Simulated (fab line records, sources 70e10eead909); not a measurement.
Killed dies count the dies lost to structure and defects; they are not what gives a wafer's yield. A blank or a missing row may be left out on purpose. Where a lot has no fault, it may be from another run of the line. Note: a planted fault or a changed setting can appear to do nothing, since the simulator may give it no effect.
Chamber matching	flow nand-harc	4 sister chambers for NHARC_A_STAIRCASE_CMP_152 on cmp-04
The step polishes. 4 wafers are shown with their chamber, then 10 later ones without.

## EACH WAFER AND ITS CHAMBER
wafer	chamber	motor-current-A (A)
L087.1	2	12.0
L087.6	0	13.7
L089.1	1	10.6
L089.4	3	10.2

## WAFERS WHOSE CHAMBER IS MISSING
wafer	motor-current-A (A)
L089.6	10.5
L085.1	12.0
L085.2	13.2
L085.3	10.3
L094.1	10.4
L094.2	13.9
L094.5	13.6
L097.3	14.1
L097.4	10.9
L097.6	10.9

## WHICH CHAMBER EACH WENT THROUGH
wafer	from the rows above	in truth
L089.6	can't be placed: 1 or 3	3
L085.1	2	2
L085.2	0	0
L085.3	can't be placed: 3 or 1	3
L094.1	can't be placed: 1 or 3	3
L094.2	0	0
L094.5	0	0
L097.3	0	0
L097.4	can't be placed: 1 or 3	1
L097.6	can't be placed: 1 or 3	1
Correctly placed: 5 of 10. These rows do not allow placing 5 (true chamber among the candidates in 5). Wrongly placed: 0.
How it was worked out, from the rows above alone: a wafer's distance from a chamber is the root of the sum, over the readings, of the square of ((its reading less the chamber's mean) divided by the reading's scatter). If the next closest chamber is less than 2 further off than the closest, the wafer can't be placed; otherwise it belongs to the closest. Each chamber's mean is taken over the wafers shown for it. The scatter: root of mean squared gap, hidden wafer to nearest shown wafer, with one shown wafer a chamber.
